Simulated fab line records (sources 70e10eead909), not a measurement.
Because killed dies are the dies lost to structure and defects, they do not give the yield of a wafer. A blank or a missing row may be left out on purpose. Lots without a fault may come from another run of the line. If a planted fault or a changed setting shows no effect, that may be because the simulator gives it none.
fab line records -- flow nandHarc
record lots=13, wafers=39, lastDay=25
route steps=1159 shown THIN_TSV@1107 END@1159
lots untouched by any fault: they come from a run of this same line in which no faults occurred
startH: hours from the record's first day to the start of the lot's first wafer shown -- waitH: time in hours since the lot's previous step -- " as in the row above -- L1.1+2: one row covering several wafers at once -- - no value, or no start given -- * or withheld: withheld -- < > ~ a bound
route shown NAME@n: names a module that has steps shown in the file, with the first one's number in the route -- usual: mean/standard deviation of fault-free wafers -- same: alike in all rows -- chamber/n: place in a boat -- sites: each site's reading -- _std_site: how widely they spread, as a standard deviation -- _edge_site: the outer-site mean with the inner-site mean subtracted -- radiusMm: how far each site lies from the wafer's centre -- mask NAME#n: copy n -- behind: tool/chamber where the wafer was last shaped -- hold: why the lot was held/for how many hours/how that ended -- device: the transistor (n, p or np) that didn't switch -- end of line: the route-end tests of the same wafers -- a step without rows: its recipe alone -- killed: count of dies lost to structure and defects at first sort (not the wafer's yield) -- map: the dies of a wafer, with x for killed, . for not killed, _ for no die there
set.NAME: the setting the step ran with; set.NAME@STEP: the setting that earlier step ran with -- model.NAME: the simulator's own value behind a step, which no gauge read
a sample of lots followed through the steps of the route, with each step as a table and each wafer as a row
services: from which hour (startH, from the record's first day; less than 0 if before it) a tool's chamber was out of use, for how many hours, and why
## steps
# step NHARC_THIN_TSV_DEP_43
# recipe targetThkA=13285, tempC=withheld, pressureTorr=6.5, rfW=900, teosFlowSccm=161.4, flowSccm=2650, targetThkNm=1328.5, gas=O2, material=SiO2
# usual throttleValvePct=15.7/0.56
lot.wafer,tool,chamber,startH,waitH,throttleValvePct
L515.1,pecvd-03,1,430.09,-,16.1
L515.5,pecvd-03,1,430.09,-,15.9
L515.6,pecvd-03,2,430.09,-,16.0
L514.2,pecvd-02,0,435.64,-,15.6
L514.1,pecvd-02,1,435.64,-,16.6
L514.5,pecvd-02,2,435.64,-,15.1
L513.2,pecvd-02,0,438.05,-,15.3
L513.5,pecvd-02,0,438.05,-,15.3
L513.6,pecvd-02,1,438.05,-,16.4
L512.1,pecvd-03,2,439.26,-,16.1
L512.3,pecvd-03,2,439.26,-,15.9
L512.4,pecvd-03,0,439.26,-,16.1
L516.1,pecvd-02,0,442.18,-,15.4
L516.5,pecvd-02,2,442.18,-,14.9
L516.4,pecvd-02,0,442.18,-,15.5
L517.3,pecvd-04,2,448.78,-,15.2
L517.1,pecvd-04,0,448.78,-,15.4
L517.5,pecvd-04,2,448.78,-,14.8
L521.1,pecvd-04,2,481.96,-,15.5
L521.5,pecvd-04,2,481.96,-,15.2
L521.4,pecvd-04,0,481.96,-,15.6
L526.3,pecvd-02,0,505.15,-,15.6
L526.6,pecvd-02,1,505.15,-,16.2
L526.5,pecvd-02,2,505.15,-,15.3
L525.2,pecvd-02,2,506.33,-,15.2
L525.4,pecvd-02,0,506.33,-,15.7
L525.5,pecvd-02,2,506.33,-,15.4
L530.2,pecvd-03,1,529.19,-,15.8
L530.5,pecvd-03,0,529.19,-,15.1
L530.6,pecvd-03,2,529.19,-,15.8
L529.5,pecvd-04,1,530.48,-,16.7
L529.4,pecvd-04,2,530.48,-,15.3
L529.6,pecvd-04,0,530.48,-,15.5
L533.1,pecvd-03,2,560.43,-,16.0
L533.2,pecvd-03,1,560.43,-,16.1
L533.6,pecvd-03,2,560.43,-,15.8
L534.5,pecvd-03,1,561.78,-,16.2
L534.6,pecvd-03,2,561.78,-,15.8
L534.4,pecvd-03,0,561.78,-,15.1
# step NHARC_THIN_TSV_DEP_47
# recipe targetThkA=2000, tempC=withheld, pressureTorr=6.5, rfW=900, teosFlowSccm=161.4, flowSccm=2650, targetThkNm=200, gas=O2, material=SiO2
# usual throttleValvePct=15.7/0.56
lot.wafer,tool,chamber,startH,waitH,throttleValvePct
L515.1,pecvd-04,0,432.88,-,15.5
L515.6,pecvd-04,0,432.88,-,15.4
L515.5,pecvd-04,2,432.88,-,15.0
L514.2,pecvd-03,0,438.49,-,16.1
L514.1,pecvd-03,2,438.49,-,16.0
L514.5,pecvd-03,2,438.49,-,16.0
L513.2,pecvd-02,1,440.82,-,16.0
L513.6,pecvd-02,0,440.82,-,15.5
L513.5,pecvd-02,2,440.82,-,15.0
L512.1,pecvd-03,0,442.05,-,15.9
L512.3,pecvd-03,0,442.05,-,15.9
L512.4,pecvd-03,2,442.05,-,16.2
L516.1,pecvd-02,2,444.94,-,15.0
L516.5,pecvd-02,0,444.94,-,15.4
L516.4,pecvd-02,2,444.94,-,14.9
L517.1,pecvd-02,0,451.41,-,15.1
L517.3,pecvd-02,1,451.41,-,16.3
L517.5,pecvd-02,1,451.41,-,16.5
L521.1,pecvd-02,2,485.28,-,14.9
L521.5,pecvd-02,2,485.28,-,15.3
L521.4,pecvd-02,1,485.28,-,16.6
L526.3,pecvd-02,0,507.81,-,15.5
L526.5,pecvd-02,2,507.81,-,15.1
L526.6,pecvd-02,1,507.81,-,16.4
L525.2,pecvd-04,0,508.80,-,15.5
L525.5,pecvd-04,0,508.80,-,15.8
L525.4,pecvd-04,1,508.80,-,16.7
L530.2,pecvd-02,1,531.93,-,16.4
L530.5,pecvd-02,2,531.93,-,14.6
L530.6,pecvd-02,1,531.93,-,16.0
L529.6,pecvd-03,0,533.15,-,14.9
L529.4,pecvd-03,1,533.15,-,16.1
L529.5,pecvd-03,2,533.15,-,15.7
L533.2,pecvd-03,1,563.49,-,15.9
L533.1,pecvd-03,2,563.49,-,16.0
L533.6,pecvd-03,2,563.49,-,16.1
L534.6,pecvd-02,0,564.33,-,16.0
L534.5,pecvd-02,1,564.33,-,16.1
L534.4,pecvd-02,2,564.33,-,14.6
# step NHARC_THIN_TSV_ETCHBACK_48
# recipe targetDepthA=10285, overEtchFrac=0.3, timeS=405.17, ionEnergyEv=250, c4f8FlowSccm=withheld, arFlowSccm=withheld, rfW=600, biasW=300, chemistry=C4F8/Ar
# usual oesProductAu=0.94/0.032, rfVppV=546.9/2.5
lot.wafer,tool,chamber,startH,waitH,oesProductAu,rfHoursCounterH,rfVppV
L515.1,rieDiel-02,0,433.41,0.5,1.00,10,542.5
L515.5,rieDiel-02,0,433.41,0.5,1.01,-,542.7
L515.6,rieDiel-02,1,433.41,0.5,1.00,-,543.1
L514.2,rieDiel-13,0,439.03,0.5,0.92,12,547.9
L514.1,rieDiel-13,1,439.03,0.5,0.91,13,547.8
L514.5,rieDiel-13,1,439.03,0.5,0.92,-,548.5
L513.2,rieDiel-13,1,441.20,-,0.92,14,549.4
L513.6,rieDiel-13,1,441.20,-,0.92,-,550.5
L513.5,rieDiel-13,2,441.20,-,0.92,-,543.3
L512.3,rieDiel-11,0,442.59,0.3,0.91,4,549.1
L512.1,rieDiel-11,1,442.59,0.3,0.91,3,547.9
L512.4,rieDiel-11,3,442.59,0.3,0.92,4,548.9
L516.4,rieDiel-02,3,445.25,-,0.98,14,543.5
L516.1,rieDiel-02,2,445.25,-,0.97,12,549.6
L516.5,rieDiel-02,3,445.25,-,0.98,-,545.1
L517.1,rieDiel-02,3,451.81,-,0.93,14,544.3
L517.3,rieDiel-02,0,451.81,-,0.97,12,543.3
L517.5,rieDiel-02,0,451.81,-,0.97,-,543.3
L521.1,rieDiel-11,1,485.78,-,0.92,5,548.6
L521.5,rieDiel-11,2,485.78,-,0.93,-,546.6
L521.4,rieDiel-11,1,485.78,-,0.92,-,547.4
L526.3,rieDiel-13,1,508.28,-,0.97,3,550.4
L526.5,rieDiel-13,2,508.28,-,0.98,-,545.5
L526.6,rieDiel-13,3,508.28,-,0.97,-,550.9
L525.4,rieDiel-11,0,509.20,-,0.95,7,550.0
L525.2,rieDiel-11,3,509.20,-,0.95,7,548.2
L525.5,rieDiel-11,1,509.20,-,0.97,-,547.8
L530.2,rieDiel-13,2,532.32,-,0.93,4,544.6
L530.6,rieDiel-13,1,532.32,-,0.92,-,548.9
L530.5,rieDiel-13,2,532.32,-,0.93,-,543.6
L529.4,rieDiel-13,1,533.41,-,0.99,5,548.7
L529.5,rieDiel-13,1,533.41,-,0.99,-,549.3
L529.6,rieDiel-13,2,533.41,-,0.99,-,544.0
L533.2,rieDiel-02,3,563.89,-,0.92,5,542.9
L533.1,rieDiel-02,2,563.89,-,0.94,6,550.4
L533.6,rieDiel-02,0,563.89,-,0.91,-,542.9
L534.4,rieDiel-13,0,564.66,-,0.92,7,545.6
L534.5,rieDiel-13,2,564.66,-,0.92,-,543.9
L534.6,rieDiel-13,3,564.66,-,0.92,-,549.3
# step NHARC_THIN_TSV_PRE_CLEAN_54
# recipe timeS=30, tempC=280, gas=H2/He
# usual heaterPowerW=405/39
# same timeS=30
lot.wafer,tool,chamber,startH,waitH,heaterPowerW
L515.1,pvdSputter-03,-,436.20,0.1,368
L515.5,pvdSputter-03,-,436.20,0.1,404
L515.6,pvdSputter-03,-,436.20,0.1,403
L514.2,pvdSputter-01,-,441.73,0.0,379
L514.1,pvdSputter-01,-,441.73,0.0,453
L514.5,pvdSputter-01,-,441.73,0.0,381
L513.2,pvdSputter-03,-,444.17,0.1,393
L513.6,pvdSputter-03,-,444.17,0.1,405
L513.5,pvdSputter-03,-,444.17,0.1,355
L512.4,pvdSputter-01,-,445.22,0.0,380
L512.3,pvdSputter-01,-,445.22,0.0,336
L512.1,pvdSputter-01,-,445.22,0.0,406
L516.4,pvdSputter-02,-,447.86,0.1,477
L516.1,pvdSputter-02,-,447.86,0.1,396
L516.5,pvdSputter-02,-,447.86,0.1,466
L517.1,pvdSputter-02,-,454.64,0.0,472
L517.3,pvdSputter-02,-,454.64,0.0,385
L517.5,pvdSputter-02,-,454.64,0.0,470
L521.1,pvdSputter-02,-,488.36,0.0,398
L521.4,pvdSputter-02,-,488.36,0.0,462
L521.5,pvdSputter-02,-,488.36,0.0,402
L526.3,pvdSputter-01,-,510.79,0.0,337
L526.6,pvdSputter-01,-,510.79,0.0,374
L526.5,pvdSputter-01,-,510.79,0.0,342
L525.4,pvdSputter-01,-,511.80,0.1,373
L525.2,pvdSputter-01,-,511.80,0.1,404
L525.5,pvdSputter-01,-,511.80,0.1,459
L530.2,pvdSputter-01,-,535.12,0.1,468
L530.5,pvdSputter-01,-,535.12,0.1,407
L530.6,pvdSputter-01,-,535.12,0.1,475
L529.4,pvdSputter-02,-,536.11,0.0,423
L529.6,pvdSputter-02,-,536.11,0.0,430
L529.5,pvdSputter-02,-,536.11,0.0,386
L533.1,pvdSputter-01,-,566.71,0.1,389
L533.2,pvdSputter-01,-,566.71,0.1,347
L533.6,pvdSputter-01,-,566.71,0.1,412
L534.4,pvdSputter-03,-,567.40,0.1,399
L534.5,pvdSputter-03,-,567.40,0.1,416
L534.6,pvdSputter-03,-,567.40,0.1,394
# step NHARC_END_SORT_01
# recipe tempC=25
# usual defectLimitedYield=95.1/1.8, killedAtArray=29/11, killedAtOther=0.5/0.8, killedAtPeriphery=3.5/2.8, killedDies=33/12, killedOpen=3.1/1.8, killedShort=1.8/1.4, sort_bin_2_pct=1.5/0.65, sort_bin_3_pct=0.24/0.21, sort_bin_4_pct=3.1/1.2, sortNPass=644/12, sortRimYieldPct=97.5/1.9, sortYieldPct=95.1/1.8
# same grossDies=677, sort_bin_5_pct[%]=0, sort_bin_6_pct[%]=0, sort_bin_7_pct[%]=0, sort_bin_8_pct[%]=0, sortRimNGross=106.00
lot.wafer,tool,chamber,startH,waitH,hold,defectLimitedYield[%],killedAtArray,killedAtOther,killedAtPeriphery,killedDies,killedOpen,killedShort,sort_bin_2_pct[%],sort_bin_3_pct[%],sort_bin_4_pct[%],sortNPass,sortRimYieldPct[%],sortYieldPct[%]
L515.1,prober-02,0,444.36,2.5,-,97.6,12,0,4,16,4,0,0.9,0,1.5,661,100.0,97.6
L515.5,prober-02,0,447.50,3.6,-,97.9,10,0,4,14,1,0,0.7,0,1.3,663,98.1,97.9
L515.6,prober-02,0,448.28,3.9,-,97.2,16,0,3,19,3,4,1.0,0.15,1.6,658,99.1,97.2
L513.2,prober-02,0,469.61,2.8,-,92.9,42,2,4,48,3,5,1.0,0.15,5.9,629,99.1,92.9
L513.5,prober-02,0,471.99,3.7,-,95.3,23,1,8,32,3,1,1.2,0.30,3.2,645,98.1,95.3
L513.6,prober-02,0,472.78,4.0,-,93.2,34,1,11,46,1,2,1.9,0,4.9,631,97.2,93.2
L516.1,prober-02,0,476.61,2.5,-,94.1,38,1,1,40,2,2,1.3,0.30,4.3,637,97.2,94.1
L516.4,prober-02,0,479.02,3.4,-,93.4,42,0,3,45,1,4,1.8,0.59,4.3,632,100.0,93.4
L516.5,prober-02,0,479.83,3.7,-,93.1,41,0,6,47,6,1,1.9,0.15,4.9,630,98.1,93.1
L525.2,prober-02,0,521.39,2.8,awaitDispo/2.0h/release,94.5,35,0,2,37,2,0,2.2,0,3.2,640,99.1,94.5
L525.4,prober-02,0,523.01,3.4,awaitDispo/2.0h/release,0,49,624,4,677,2,6,95.0,0.15,4.9,0,0,0
L525.5,prober-02,0,523.82,3.7,awaitDispo/2.0h/release,93.1,46,0,1,47,2,2,2.1,0.74,4.1,630,95.3,93.1
L526.3,prober-01,0,523.38,3.1,awaitDispo/3.9h/release,0,18,656,3,677,2,3,98.1,0,1.9,0,0,0
L526.5,prober-01,0,524.99,3.7,awaitDispo/3.9h/release,95.9,15,2,11,28,2,2,1.8,0.30,2.1,649,97.2,95.9
L526.6,prober-01,0,525.79,4.0,awaitDispo/3.9h/release,95.9,24,1,3,28,4,1,2.1,0,2.1,649,97.2,95.9
L530.2,prober-01,0,543.48,2.8,-,94.8,31,1,3,35,7,4,1.3,0.15,3.7,642,96.2,94.8
L530.5,prober-01,0,545.90,3.7,-,97.0,16,2,2,20,3,1,1.2,0.15,1.6,657,99.1,97.0
L530.6,prober-01,0,546.70,4.0,-,96.5,21,0,3,24,3,4,1.0,0.30,2.2,653,100.0,96.5
L529.4,prober-01,0,552.88,3.4,-,95.9,21,2,5,28,4,1,1.2,0.15,2.8,649,99.1,95.9
L529.5,prober-01,0,553.68,3.7,-,92.5,40,0,11,51,5,4,2.5,0.59,4.4,626,96.2,92.5
L529.6,prober-01,0,554.49,4.0,-,93.4,38,1,6,45,6,0,2.1,0.30,4.3,632,92.5,93.4
L534.4,prober-01,0,579.09,3.4,-,94.4,37,0,1,38,2,2,1.8,0.30,3.5,639,100.0,94.4
L534.5,prober-01,0,579.90,3.7,-,93.2,45,0,1,46,1,2,2.5,0.15,4.1,631,97.2,93.2
L534.6,prober-01,0,580.71,4.0,-,91.9,50,1,4,55,1,6,3.1,0.44,4.6,622,99.1,91.9
L533.1,prober-01,0,584.53,2.5,-,95.9,27,0,1,28,0,1,0.6,0.15,3.4,649,100.0,95.9
L533.2,prober-01,0,585.34,2.8,-,94.5,29,2,6,37,3,0,1.0,0,4.4,640,95.3,94.5
L533.6,prober-01,0,588.56,4.0,-,94.4,33,1,4,38,2,2,2.1,0.44,3.1,639,100.0,94.4
# killed by level:class
L515.1 A_CONTACT:chamberFilmFlake=4 A_CHANNEL_HOLE_D1:chamberFilmFlake=3 A_CHANNEL_FILL_D1:geometricParticle:open=1 A_SGD_CUT:geometricParticle:open=1 A_CONTACT:geometricParticle:open=1 A_BLC:geometricParticle:open=1 P_STI:chamberFilmFlake=1 P_GATE:chamberFilmFlake=1
L515.5 A_CHANNEL_HOLE_D1:chamberFilmFlake=4 P_STI:chamberFilmFlake=3 A_CONTACT:chamberFilmFlake=3 A_STAIRCASE:chamberFilmFlake=2 A_CONTACT:geometricParticle:open=1 P_M1:chamberFilmFlake=1
L515.6 A_CHANNEL_HOLE_D1:chamberFilmFlake=5 A_SLIT:chamberFilmFlake=3 A_CONTACT:geometricParticle:open=2 A_M0:geometricParticle:short=2 A_CONTACT:chamberFilmFlake=2 P_M2:geometricParticle:short=1 A_BLC:geometricParticle:short=1 A_M0:geometricParticle:open=1
L513.2 A_SLIT:chamberFilmFlake=16 A_CHANNEL_HOLE_D1:chamberFilmFlake=15 A_STAIRCASE:chamberFilmFlake=3 A_CHANNEL_FILL_D1:geometricParticle:short=2 P_M1:chamberFilmFlake=2 THIN_TSV:chamberFilmFlake=2 P_GATE:geometricParticle:short=1 P_GATE:geometricParticle:open=1
L513.5 A_CHANNEL_HOLE_D1:chamberFilmFlake=11 A_SLIT:chamberFilmFlake=10 P_M1:chamberFilmFlake=3 P_STI:chamberFilmFlake=2 P_GATE:geometricParticle:open=1 P_GATE:geometricParticle:short=1 P_BONDPAD:geometricParticle:open=1 A_WL_FILL:geometricParticle:open=1
L513.6 A_CHANNEL_HOLE_D1:chamberFilmFlake=15 A_SLIT:chamberFilmFlake=9 A_WL_FILL:chamberFilmFlake=5 P_STI:chamberFilmFlake=4 P_M1:chamberFilmFlake=4 A_CONTACT:chamberFilmFlake=3 P_GATE:geometricParticle:open=1 P_M2:geometricParticle:short=1
L516.1 A_SLIT:chamberFilmFlake=15 A_CHANNEL_HOLE_D1:chamberFilmFlake=11 A_CONTACT:chamberFilmFlake=8 A_CHANNEL_FILL_D1:geometricParticle:short=1 A_SGD_CUT:geometricParticle:open=1 A_CONTACT:geometricParticle:open=1 STARTING-WAFER:geometricParticle:short=1 P_STI:chamberFilmFlake=1
L516.4 A_CHANNEL_HOLE_D1:chamberFilmFlake=16 A_SLIT:chamberFilmFlake=11 A_CONTACT:chamberFilmFlake=8 P_ZERO_WELL:chamberFilmFlake=2 A_SOURCE_PLATE:geometricParticle:short=1 A_CHANNEL_FILL_D1:geometricParticle:open=1 A_SGD_CUT:geometricParticle:short=1 A_SLIT:geometricParticle:short=1
L516.5 A_CHANNEL_HOLE_D1:chamberFilmFlake=12 A_SLIT:chamberFilmFlake=12 A_CONTACT:chamberFilmFlake=11 P_STI:chamberFilmFlake=2 P_CONTACT:geometricParticle:open=1 P_M0:geometricParticle:open=1 P_M1:geometricParticle:open=1 A_ONON_D1:geometricParticle:short=1
L525.2 A_SLIT:chamberFilmFlake=16 A_CHANNEL_HOLE_D1:chamberFilmFlake=13 A_ZERO_WELL:chamberFilmFlake=2 A_CONTACT:geometricParticle:open=1 A_M0:geometricParticle:open=1 P_GATE:chamberFilmFlake=1 P_CONTACT:chamberFilmFlake=1 A_STAIRCASE:chamberFilmFlake=1
L525.4 THIN_TSV:areaDep=624 A_SLIT:chamberFilmFlake=20 A_CHANNEL_HOLE_D1:chamberFilmFlake=17 A_ONON_D1:geometricParticle:short=3 A_CONTACT:geometricParticle:open=2 A_STAIRCASE:chamberFilmFlake=2 A_WL_FILL:chamberFilmFlake=2 A_CONTACT:chamberFilmFlake=2
L526.3 THIN_TSV:areaDep=655 A_CHANNEL_HOLE_D1:chamberFilmFlake=7 A_STAIRCASE:chamberFilmFlake=3 A_CONTACT:chamberFilmFlake=3 P_STI:chamberFilmFlake=2 A_SOURCE_PLATE:geometricParticle:open=1 A_ONON_D1:geometricParticle:short=1 A_WL_FILL:geometricParticle:short=1
L525.5 A_CHANNEL_HOLE_D1:chamberFilmFlake=16 A_SLIT:chamberFilmFlake=16 A_STAIRCASE:chamberFilmFlake=6 A_CONTACT:chamberFilmFlake=3 A_CHANNEL_HOLE_D1:geometricParticle:short=1 A_CHANNEL_FILL_D1:geometricParticle:short=1 A_CONTACT:geometricParticle:open=1 A_BLC:geometricParticle:open=1
L526.5 P_STI:chamberFilmFlake=4 P_BONDPAD:chamberFilmFlake=4 A_CHANNEL_HOLE_D1:chamberFilmFlake=4 A_STAIRCASE:chamberFilmFlake=4 A_CONTACT:chamberFilmFlake=3 P_ZERO_WELL:chamberFilmFlake=2 P_M2:geometricParticle:open=1 A_SGD_CUT:geometricParticle:open=1
L526.6 A_CHANNEL_HOLE_D1:chamberFilmFlake=9 A_CONTACT:chamberFilmFlake=5 A_CHANNEL_FILL_D1:chamberFilmFlake=3 P_M0:geometricParticle:open=2 A_WL_FILL:chamberFilmFlake=2 A_ONON_D1:geometricParticle:short=1 A_ONON_D1:geometricParticle:open=1 A_BLC:geometricParticle:open=1
L530.2 A_CHANNEL_HOLE_D1:chamberFilmFlake=11 A_STAIRCASE:chamberFilmFlake=8 A_CONTACT:chamberFilmFlake=3 A_CONTACT:geometricParticle:open=2 P_GATE:geometricParticle:open=1 P_M0:geometricParticle:open=1 A_SOURCE_PLATE:geometricParticle:open=1 A_ONON_D1:geometricParticle:open=1
L530.5 A_CHANNEL_HOLE_D1:chamberFilmFlake=5 A_CONTACT:chamberFilmFlake=4 A_CONTACT:geometricParticle:open=2 A_ZERO_WELL:chamberFilmFlake=2 A_STAIRCASE:chamberFilmFlake=2 THIN_TSV:chamberFilmFlake=2 P_CONTACT:geometricParticle:short=1 P_CONTACT:geometricParticle:open=1
L530.6 A_CHANNEL_HOLE_D1:chamberFilmFlake=10 A_STAIRCASE:chamberFilmFlake=6 P_CONTACT:geometricParticle:short=1 P_CONTACT:geometricParticle:open=1 P_M0:geometricParticle:open=1 A_ONON_D1:geometricParticle:short=1 A_CHANNEL_HOLE_D1:geometricParticle:short=1 A_CONTACT:geometricParticle:short=1
L529.4 A_CHANNEL_HOLE_D1:chamberFilmFlake=12 P_ZERO_WELL:chamberFilmFlake=2 A_STAIRCASE:chamberFilmFlake=2 P_M0:geometricParticle:open=1 A_STAIRCASE:geometricParticle:open=1 A_BLC:geometricParticle:open=1 A_M0:geometricParticle:open=1 P_STI:chamberFilmFlake=1
L529.5 A_CHANNEL_HOLE_D1:chamberFilmFlake=28 P_GATE:chamberFilmFlake=4 A_STAIRCASE:chamberFilmFlake=4 P_STI:chamberFilmFlake=3 A_CONTACT:geometricParticle:open=2 P_GATE:geometricParticle:short=1 P_CONTACT:geometricParticle:short=1 P_M0:geometricParticle:open=1
L529.6 A_CHANNEL_HOLE_D1:chamberFilmFlake=20 A_STAIRCASE:chamberFilmFlake=7 A_CONTACT:chamberFilmFlake=4 P_STI:chamberFilmFlake=3 A_CONTACT:geometricParticle:open=2 A_M0:chamberFilmFlake=2 P_CONTACT:geometricParticle:open=1 A_CHANNEL_HOLE_D1:geometricParticle:open=1
L534.4 A_SLIT:chamberFilmFlake=22 A_CHANNEL_HOLE_D1:chamberFilmFlake=6 A_STAIRCASE:chamberFilmFlake=5 A_CHANNEL_FILL_D1:geometricParticle:short=1 A_CONTACT:geometricParticle:open=1 A_M0:geometricParticle:open=1 A_M0:geometricParticle:short=1 P_STI:chamberFilmFlake=1
L534.5 A_SLIT:chamberFilmFlake=26 A_CHANNEL_HOLE_D1:chamberFilmFlake=10 A_STAIRCASE:chamberFilmFlake=4 A_WL_FILL:geometricParticle:short=1 A_CONTACT:geometricParticle:short=1 A_CONTACT:geometricParticle:open=1 P_STI:chamberFilmFlake=1 A_ZERO_WELL:chamberFilmFlake=1
L534.6 A_SLIT:chamberFilmFlake=22 A_CHANNEL_HOLE_D1:chamberFilmFlake=17 A_WL_FILL:geometricParticle:short=5 A_STAIRCASE:chamberFilmFlake=4 P_ZERO_WELL:chamberFilmFlake=2 P_STI:chamberFilmFlake=2 A_WL_FILL:geometricParticle:open=1 STARTING-WAFER:geometricParticle:short=1
L533.1 A_CHANNEL_HOLE_D1:chamberFilmFlake=16 A_CONTACT:chamberFilmFlake=9 P_CONTACT:geometricParticle:short=1 A_STAIRCASE:chamberFilmFlake=1 A_WL_FILL:chamberFilmFlake=1
L533.2 A_CHANNEL_HOLE_D1:chamberFilmFlake=15 A_CONTACT:chamberFilmFlake=10 A_STAIRCASE:chamberFilmFlake=3 P_GATE:chamberFilmFlake=2 THIN_TSV:chamberFilmFlake=2 P_M0:geometricParticle:open=1 P_M1:geometricParticle:open=1 A_ONON_D1:geometricParticle:open=1
L533.6 A_CHANNEL_HOLE_D1:chamberFilmFlake=22 A_CONTACT:chamberFilmFlake=6 P_STI:chamberFilmFlake=2 A_STAIRCASE:chamberFilmFlake=2 P_M1:geometricParticle:short=1 A_WL_FILL:geometricParticle:open=1 A_CONTACT:geometricParticle:short=1 A_CONTACT:geometricParticle:open=1
## services
tool,chamber,startH,hours,kind
rieDiel-11,2,408.79,3.9,repair
rieDiel-02,0,413.59,10.8,repair
pvdSputter-01,-,428.03,5.5,repair
rieDiel-13,2,430.34,10.0,repair
pecvd-04,1,432.72,5.4,repair
pecvd-03,1,436.33,12.3,repair
rieDiel-13,-,453.00,9.0,pm
pvdSputter-03,-,458.09,10.0,pm
rieDiel-13,1,465.92,23.7,repair
rieDiel-13,0,467.41,1.6,repair
pecvd-03,-,473.23,13.0,pm
rieDiel-02,1,473.96,2.9,repair
rieDiel-13,2,481.73,11.1,repair
rieDiel-11,0,484.65,2.8,repair
pecvd-02,-,493.03,0.6,repair
rieDiel-11,1,495.22,5.8,repair
rieDiel-11,-,505.03,1.0,repair
rieDiel-02,-,505.30,9.0,pm
pvdSputter-01,-,514.00,10.0,pm
pecvd-02,-,515.00,13.0,pm
rieDiel-02,-,519.22,0.8,repair
rieDiel-11,-,547.55,9.0,pm
rieDiel-11,0,557.36,4.8,repair
pecvd-04,-,557.36,13.0,pm
## key
firstSign step=NHARC_END_SORT_01, reading=killedAtOther, direction=up, sigmas=99+, usual=0.5, struck=640
effect step=NHARC_END_SORT_01, reading=sort_bin_2_pct, direction=up, sigmas=99+, usual=1.5, struck=96.5
moreKillsBornAt NHARC_THIN_TSV_DEP_43@pecvd-02=1279
metAt NHARC_THIN_TSV_DEP_43
struckLots L525,L526
struckWafers L525.4,L526.3
laterRowsLeftOut L525.4,L526.3
notActingAt NHARC_THIN_TSV_DEP_47,NHARC_THIN_TSV_ETCHBACK_48,NHARC_THIN_TSV_PRE_CLEAN_54
onsetBetween 442.18 505.15
fault kind=processParameterDrift, tool=pecvd-02, chamber=0, onsetH=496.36, steps=NHARC_THIN_TSV_DEP_43, channel=targetThkA, offset=*, shape=step, endH=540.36, actsIn=*, stated=*
# laterRowsLeftOut: the simulator's readings of these wafers behind a module that went badly wrong aren't trusted and aren't shown, but for the sort
